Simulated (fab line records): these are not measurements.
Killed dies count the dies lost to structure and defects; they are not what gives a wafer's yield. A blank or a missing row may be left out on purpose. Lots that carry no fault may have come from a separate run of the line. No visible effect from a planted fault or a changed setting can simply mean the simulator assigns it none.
Which tool did it?	flow n5_finfet	11 lots, 33 wafers sampled, at 4 steps of a route of 1938

WHAT THE GAUGES READ, wafer by wafer
N5_BEOL_M12_CD_MEAS_17: the cd target is 140 nm.
lot	measured	on	cd_nm (nm)
L879	day 10 17:58	cd_sem-02	140.1 139.2 143.5
L880	day 11 00:19	cd_sem-03	144.1 140.4 138.7
L881	day 11 03:51	cd_sem-02	138.9 139.6 137.6
L883	day 11 13:49	cd_sem-03	141.6 141.2 139.6
L882	day 11 15:14	cd_sem-02	138.3 141.1 136.6
L884	day 11 22:50	cd_sem-02	142.1 141.5 143.6
L890	day 13 13:19	cd_sem-01	141.0 141.7 140.7
L894	day 14 16:22	cd_sem-01	140.3 139.4 138.9
L897	day 15 10:32	cd_sem-01	141.9 141.9 141.6
L900	day 16 05:16	cd_sem-03	135.8 139.1 137.5
L899	day 16 08:37	cd_sem-01	141.5 141.0 138.0

WHICH TOOL RAN EACH LOT (tool, then ch and the chambers of the sampled wafers, then the start)
lot	N5_BEOL_M11_ANNEAL_51	N5_BEOL_M11_CMP_52	N5_BEOL_M12_ETCH_59
L879	rtp_anneal-01 ch 0, day 10 16:10	cmp-01 ch 1,3, day 10 16:30	rie_diel-04 ch 0,1,3, day 10 17:30
L880	rtp_anneal-02 ch 0, day 10 22:33	cmp-02 ch 1,2,3, day 10 22:50	rie_diel-04 ch 0,2,3, day 10 23:51
L881	rtp_anneal-01 ch 0, day 11 01:58	cmp-03 ch 0,2, day 11 02:13	rie_diel-06 ch 0,1, day 11 03:23
L883	rtp_anneal-01 ch 0, day 11 11:59	cmp-02 ch 0,2, day 11 12:11	rie_diel-05 ch 0,1,3, day 11 13:22
L882	rtp_anneal-01 ch 0, day 11 13:26	cmp-02 ch 1,2,3, day 11 13:44	rie_diel-06 ch 0,1,2, day 11 14:46
L884	rtp_anneal-01 ch 0, day 11 20:58	cmp-01 ch 0,1,3, day 11 21:15	rie_diel-04 ch 0,2,3, day 11 22:23
L890	rtp_anneal-02 ch 0, day 13 11:10	cmp-02 ch 1,2,3, day 13 11:28	rie_diel-06 ch 0,1,2, day 13 12:43
L894	rtp_anneal-01 ch 0, day 14 14:34	cmp-01 ch 1,2,3, day 14 14:54	rie_diel-04 ch 0,1,2, day 14 15:55
L897	rtp_anneal-01 ch 0, day 15 08:39	cmp-01 ch 0,1,2, day 15 09:02	rie_diel-05 ch 0,3, day 15 10:05
L900	rtp_anneal-02 ch 0, day 16 03:22	cmp-01 ch 1,2, day 16 03:48	rie_diel-05 ch 2,3, day 16 04:48
L899	rtp_anneal-01 ch 0, day 16 06:20	cmp-03 ch 2,3, day 16 06:38	rie_diel-04 ch 1,2,3, day 16 08:08
- N5_BEOL_M11_ANNEAL_51: time 90 s.
- N5_BEOL_M11_CMP_52: polishes, stops on SiCOH lowk, t overpolish 7 s, target thk 140 nm.
- N5_BEOL_M12_ETCH_59: etches BARC in N2/H2, target depth 89 nm, overetch 26.7 nm, time 67.9 s.

WHAT THE TOOLS THEMSELVES READ (means of the sampled wafers that have a number; where no wafer has one, the mark that the record gives instead)
N5_BEOL_M11_ANNEAL_51.
lot	tool	wafer_temp_C_max
L879	rtp_anneal-01	225.70
L880	rtp_anneal-02	226.38
L881	rtp_anneal-01	226.12
L883	rtp_anneal-01	226.11
L882	rtp_anneal-01	225.70
L884	rtp_anneal-01	225.85
L890	rtp_anneal-02	226.44
L894	rtp_anneal-01	225.93
L897	rtp_anneal-01	226.31
L900	rtp_anneal-02	226.27
L899	rtp_anneal-01	225.85

N5_BEOL_M11_CMP_52.
lot	tool	barrier_field_endpoint_s (s)	motor_current_A (A)	overpolish_run_s (s)	time_to_endpoint_s (s)
L879	cmp-01	28.6	5.6	7.000	65
L880	cmp-02	28.4	6.1	7.011	64
L881	cmp-03	28.9	6.7	6.995	69
L883	cmp-02	27.4	6.4	6.992	63
L882	cmp-02	28.6	6.5	6.994	69
L884	cmp-01	28.4	5.6	7.004	64
L890	cmp-02	27.9	6.2	7.004	63
L894	cmp-01	29.0	5.9	6.992	66
L897	cmp-01	28.3	5.6	7.010	67
L900	cmp-01	27.8	5.8	7.008	63
L899	cmp-03	29.9	6.7	7.011	66

N5_BEOL_M12_ETCH_59.
lot	tool	bias_w (W)	drypump_motor_current_A (A)	oes_product_au (a.u.)	rf_vpp_V (V)	showerhead_plenum_p_Torr (Torr)	throttle_valve_pct (%)
L879	rie_diel-04	150.0	5.6	0.62	523.5	2.53	17.99
L880	rie_diel-04	150.6	5.7	0.64	523.7	2.54	18.04
L881	rie_diel-06	150.4	5.1	0.62	521.4	2.45	17.95
L883	rie_diel-05	150.5	5.8	0.73	525.8	2.60	17.80
L882	rie_diel-06	149.6	5.2	0.61	523.0	2.48	18.10
L884	rie_diel-04	150.0	5.7	0.64	523.7	2.54	18.06
L890	rie_diel-06	140.3	5.2	0.60	501.3	2.48	18.13
L894	rie_diel-04	150.3	6.0	0.70	522.8	2.50	17.92
L897	rie_diel-05	149.9	6.1	0.66	526.9	2.65	18.00
L900	rie_diel-05	150.2	5.7	0.71	527.3	2.68	17.79
L899	rie_diel-04	150.1	5.7	0.63	521.6	2.46	18.04

THE ANSWER, worked out from the rows above alone
Rule: usual is defined by the lots themselves. Put in order of their means at a reading, lots are off if they are a third of the lots or fewer, leave a main group of 4 or more, and stand apart from it by a gap of 3 or more times the standard deviation of the main group's means; of several such gaps the widest counts. If all means in a main group match to the digits the tables above print for the reading, that group is not used. A lot without any number at a reading at which 4 lots or more have one is off too. Any other lot the step has rows for is counted as sound. Order of review: gauges by route order, followed by the tools' own readings, for which a lot's mean as printed above is used. At the first step where some lot is off, the reading lying furthest off is the one used; lots without a number count as furthest.
Off: L890, at N5_BEOL_M12_ETCH_59 (bias_w). Main group: mean 150.2 W, sd 0.29.
If a tool, at that step or one of the process steps before it, ran each lot that is off and ran no sound lot following the first of them, it fits. 2 tools fit, cmp-02 at N5_BEOL_M11_CMP_52 and rie_diel-06 at N5_BEOL_M12_ETCH_59, so this cannot tell which one it is.

WHAT THE SIMULATOR HAD PUT IN
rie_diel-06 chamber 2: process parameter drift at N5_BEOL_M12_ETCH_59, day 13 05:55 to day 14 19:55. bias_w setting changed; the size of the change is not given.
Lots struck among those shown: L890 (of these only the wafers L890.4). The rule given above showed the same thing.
